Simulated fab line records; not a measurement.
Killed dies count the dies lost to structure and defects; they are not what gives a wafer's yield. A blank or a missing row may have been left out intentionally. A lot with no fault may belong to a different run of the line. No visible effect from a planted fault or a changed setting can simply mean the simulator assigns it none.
Split-lot trial || flow n5_finfet || 39 wafers read across 7 lots, on a route 1938 steps long

== THE SPLIT ITSELF ==
At N5_BEOL_M14_ILD_DEP_00 (deposits SiO2 from TEOS/O2, target thk 1119.3 nm, time 237.4 s), the setting time_s was moved away from the recipe's 237.4 s on 12 of the 39 wafers read, by -53.7% to +56.5%. For the rest of the wafers, this setting stayed at what the recipe calls for.

== FROM THE SPLIT TO THE READING: what the file shows between them, 10 steps ==
- N5_BEOL_M14_THK_MEAS_01
- N5_BEOL_M14_COAT_58: time 60 s, resist thk 89 nm
- N5_BEOL_M14_COAT_04: resist thk 800 nm
- N5_BEOL_M14_DESCUM_15: chemistry O2, time 7.9 s
- N5_BEOL_M14_ETCH_59: etches BARC in N2/H2, target depth 89 nm, overetch 26.7 nm, time 67.9 s
- N5_BEOL_M14_VIA_ETCH_16: etches SiO2 in C4F8/O2/Ar, target depth 1231.3 nm
- N5_BEOL_M14_STRIP_63: strips in O2
- N5_BEOL_M14_STRIP_64: strips in O2
- N5_BEOL_M14_STRIP_71: strips in post etch residue remover, time 60 s
- N5_BEOL_M14_SRD_72: time 30 s, dry time 30 s

== THE READING ==
cd_nm at N5_BEOL_M14_CD_MEAS_17, given in nm (cd target 250 nm). A value of 250.3 nm with a standard deviation of 1.9 nm is what fault-free wafers of this fab line usually give.

{"wafer": "L076.3", "tool, chamber at the split": "pecvd-02, 1", "time_s as run, s": 237.4, "against the recipe": "recipe", "cd_nm, nm": 252.4, "against lot-mates on the recipe": "-"}
{"wafer": "L076.5", "tool, chamber at the split": "pecvd-02, 1", "time_s as run, s": 237.4, "against the recipe": "recipe", "cd_nm, nm": 249.2, "against lot-mates on the recipe": "-"}
{"wafer": "L076.6", "tool, chamber at the split": "pecvd-02, 2", "time_s as run, s": 237.4, "against the recipe": "recipe", "cd_nm, nm": 252.1, "against lot-mates on the recipe": "-"}
{"wafer": "L077.1", "tool, chamber at the split": "pecvd-03, 0", "time_s as run, s": 371.6, "against the recipe": "+56.5%", "cd_nm, nm": 255.6, "against lot-mates on the recipe": "+6.0"}
{"wafer": "L077.2", "tool, chamber at the split": "pecvd-03, 2", "time_s as run, s": 371.6, "against the recipe": "+56.5%", "cd_nm, nm": 254.7, "against lot-mates on the recipe": "+5.1"}
{"wafer": "L077.3", "tool, chamber at the split": "pecvd-03, 1", "time_s as run, s": 237.4, "against the recipe": "recipe", "cd_nm, nm": 250.6, "against lot-mates on the recipe": "-"}
{"wafer": "L077.4", "tool, chamber at the split": "pecvd-03, 0", "time_s as run, s": 371.6, "against the recipe": "+56.5%", "cd_nm, nm": 256.8, "against lot-mates on the recipe": "+7.2"}
{"wafer": "L077.5", "tool, chamber at the split": "pecvd-03, 2", "time_s as run, s": 237.4, "against the recipe": "recipe", "cd_nm, nm": 248.3, "against lot-mates on the recipe": "-"}
{"wafer": "L077.6", "tool, chamber at the split": "pecvd-03, 1", "time_s as run, s": 237.4, "against the recipe": "recipe", "cd_nm, nm": 250.0, "against lot-mates on the recipe": "-"}
{"wafer": "L083.1", "tool, chamber at the split": "pecvd-02, 2", "time_s as run, s": 237.4, "against the recipe": "recipe", "cd_nm, nm": 251.1, "against lot-mates on the recipe": "-"}
{"wafer": "L083.2", "tool, chamber at the split": "pecvd-02, 0", "time_s as run, s": 237.4, "against the recipe": "recipe", "cd_nm, nm": 250.6, "against lot-mates on the recipe": "-"}
{"wafer": "L083.3", "tool, chamber at the split": "pecvd-02, 2", "time_s as run, s": 358, "against the recipe": "+50.8%", "cd_nm, nm": 257.2, "against lot-mates on the recipe": "+6.0"}
{"wafer": "L083.4", "tool, chamber at the split": "pecvd-02, 0", "time_s as run, s": 358, "against the recipe": "+50.8%", "cd_nm, nm": 256.1, "against lot-mates on the recipe": "+4.9"}
{"wafer": "L083.5", "tool, chamber at the split": "pecvd-02, 0", "time_s as run, s": 237.4, "against the recipe": "recipe", "cd_nm, nm": 251.9, "against lot-mates on the recipe": "-"}
{"wafer": "L083.6", "tool, chamber at the split": "pecvd-02, 2", "time_s as run, s": 358, "against the recipe": "+50.8%", "cd_nm, nm": 257.4, "against lot-mates on the recipe": "+6.2"}
{"wafer": "L088.1", "tool, chamber at the split": "pecvd-04, 2", "time_s as run, s": 237.4, "against the recipe": "recipe", "cd_nm, nm": 248.8, "against lot-mates on the recipe": "-"}
{"wafer": "L088.2", "tool, chamber at the split": "pecvd-04, 1", "time_s as run, s": 325.9, "against the recipe": "+37.3%", "cd_nm, nm": 251.2, "against lot-mates on the recipe": "+2.2"}
{"wafer": "L088.3", "tool, chamber at the split": "pecvd-04, 0", "time_s as run, s": 237.4, "against the recipe": "recipe", "cd_nm, nm": 248.2, "against lot-mates on the recipe": "-"}
{"wafer": "L088.4", "tool, chamber at the split": "pecvd-04, 0", "time_s as run, s": 237.4, "against the recipe": "recipe", "cd_nm, nm": 249.9, "against lot-mates on the recipe": "-"}
{"wafer": "L088.5", "tool, chamber at the split": "pecvd-04, 2", "time_s as run, s": 325.9, "against the recipe": "+37.3%", "cd_nm, nm": 255.9, "against lot-mates on the recipe": "+6.9"}
{"wafer": "L088.6", "tool, chamber at the split": "pecvd-04, 1", "time_s as run, s": 325.9, "against the recipe": "+37.3%", "cd_nm, nm": 251.4, "against lot-mates on the recipe": "+2.4"}
{"wafer": "L096.1", "tool, chamber at the split": "pecvd-03, 0", "time_s as run, s": 109.9, "against the recipe": "-53.7%", "cd_nm, nm": 243.1, "against lot-mates on the recipe": -5.8}
{"wafer": "L096.2", "tool, chamber at the split": "pecvd-03, 2,1", "time_s as run, s": 237.4, "against the recipe": "recipe", "cd_nm, nm": 247.9, "against lot-mates on the recipe": "-"}
{"wafer": "L096.3", "tool, chamber at the split": "pecvd-03, 1", "time_s as run, s": 109.9, "against the recipe": "-53.7%", "cd_nm, nm": 243.1, "against lot-mates on the recipe": -5.8}
{"wafer": "L096.4", "tool, chamber at the split": "pecvd-03, 2", "time_s as run, s": 237.4, "against the recipe": "recipe", "cd_nm, nm": 249.3, "against lot-mates on the recipe": "-"}
{"wafer": "L096.5", "tool, chamber at the split": "pecvd-03, 2,1", "time_s as run, s": 237.4, "against the recipe": "recipe", "cd_nm, nm": 249.4, "against lot-mates on the recipe": "-"}
{"wafer": "L096.6", "tool, chamber at the split": "pecvd-03, 0", "time_s as run, s": 109.9, "against the recipe": "-53.7%", "cd_nm, nm": 241.8, "against lot-mates on the recipe": -7.1}
{"wafer": "L095.1", "tool, chamber at the split": "pecvd-03, 1", "time_s as run, s": 237.4, "against the recipe": "recipe", "cd_nm, nm": 250.9, "against lot-mates on the recipe": "-"}
{"wafer": "L095.2", "tool, chamber at the split": "pecvd-03, 2", "time_s as run, s": 237.4, "against the recipe": "recipe", "cd_nm, nm": 251.9, "against lot-mates on the recipe": "-"}
{"wafer": "L095.3", "tool, chamber at the split": "pecvd-03, 0", "time_s as run, s": 237.4, "against the recipe": "recipe", "cd_nm, nm": 248.1, "against lot-mates on the recipe": "-"}
{"wafer": "L095.4", "tool, chamber at the split": "pecvd-03, 0,1", "time_s as run, s": 237.4, "against the recipe": "recipe", "cd_nm, nm": 252.4, "against lot-mates on the recipe": "-"}
{"wafer": "L095.5", "tool, chamber at the split": "pecvd-03, 0,1", "time_s as run, s": 237.4, "against the recipe": "recipe", "cd_nm, nm": 249.8, "against lot-mates on the recipe": "-"}
{"wafer": "L095.6", "tool, chamber at the split": "pecvd-03, 2", "time_s as run, s": 237.4, "against the recipe": "recipe", "cd_nm, nm": 250.4, "against lot-mates on the recipe": "-"}
{"wafer": "L097.1", "tool, chamber at the split": "pecvd-03, 1", "time_s as run, s": 237.4, "against the recipe": "recipe", "cd_nm, nm": 252.0, "against lot-mates on the recipe": "-"}
{"wafer": "L097.2", "tool, chamber at the split": "pecvd-03, 0", "time_s as run, s": 237.4, "against the recipe": "recipe", "cd_nm, nm": 251.0, "against lot-mates on the recipe": "-"}
{"wafer": "L097.3", "tool, chamber at the split": "pecvd-03, 2", "time_s as run, s": 237.4, "against the recipe": "recipe", "cd_nm, nm": 250.2, "against lot-mates on the recipe": "-"}
{"wafer": "L097.4", "tool, chamber at the split": "pecvd-03, 2", "time_s as run, s": 237.4, "against the recipe": "recipe", "cd_nm, nm": 251.0, "against lot-mates on the recipe": "-"}
{"wafer": "L097.5", "tool, chamber at the split": "pecvd-03, 0", "time_s as run, s": 237.4, "against the recipe": "recipe", "cd_nm, nm": 249.6, "against lot-mates on the recipe": "-"}
{"wafer": "L097.6", "tool, chamber at the split": "pecvd-03, 1", "time_s as run, s": 237.4, "against the recipe": "recipe", "cd_nm, nm": 250.3, "against lot-mates on the recipe": "-"}
When a row names more than one chamber, that row covers several wafers, and the file does not tell which wafer ran in which chamber.

FIT RESULTS
A straight line over all 39 wafers: cd_nm changes by +0.117 nm for each +1% of time_s; r = +0.91; the points scatter about the line by 1.5 nm.
The same after taking each lot's own level away (the mean of its wafers on the recipe; 39 wafers): +0.111 nm for each +1%; r = +0.94; scatter 1.1 nm.
On that fit, the largest move of time_s shifts the reading by 6.3 nm.
The span of the lots' own levels, 248.87 to 251.23 nm, comes to 1.2 times the standard deviation stated above.
Consequently the slope shifts little with the lot-to-lot level, the two slopes agreeing.
Check: for one of the wafers moved furthest among these (+56.5%), held out of the fit, the line's prediction against its lot-mates is +6.25 nm. It came out at +5.97 nm against them.

== THE WHOLE CHAIN: every reading that the file lists as answering this split, in the file's order ==
{"step": "N5_BEOL_M14_ILD_DEP_00", "what it does": "deposits SiO2 from TEOS/O2, target thk 1119.3 nm, time 237.4 s", "reading": "SiO2_of_BEOL_M14_ILD_DEP_00.thk_nm (the simulator's own value, which no gauge read)", "change (the file's fit)": "+11.4 nm for each +1% of the setting", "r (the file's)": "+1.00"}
{"step": "N5_BEOL_M14_THK_MEAS_01", "what it does": "", "reading": "M14_ILD_THK", "change (the file's fit)": "+11.4 for each +1% of the setting", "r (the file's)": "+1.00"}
{"step": "N5_BEOL_M14_VIA_ETCH_16", "what it does": "etches SiO2 in C4F8/O2/Ar, target depth 1231.3 nm", "reading": "etch.depth_nm (the simulator's own value, which no gauge read)", "change (the file's fit)": "+11.4 nm for each +1% of the setting", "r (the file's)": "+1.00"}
{"step": "N5_BEOL_M14_VIA_ETCH_16", "what it does": "etches SiO2 in C4F8/O2/Ar, target depth 1231.3 nm", "reading": "coat_of_BEOL_M14_COAT_04.thk_nm (the simulator's own value, which no gauge read)", "change (the file's fit)": "-2.62 nm for each +1% of the setting", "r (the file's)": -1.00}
{"step": "N5_BEOL_M14_CD_MEAS_17", "what it does": "target cd 250 nm", "reading": "cd_nm", "change (the file's fit)": "+0.11 nm for each +1% of the setting", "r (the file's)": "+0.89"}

== THE FILE'S OWN FIT ==
cd_nm changes by +0.11 nm for each +1% of time_s, r = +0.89.
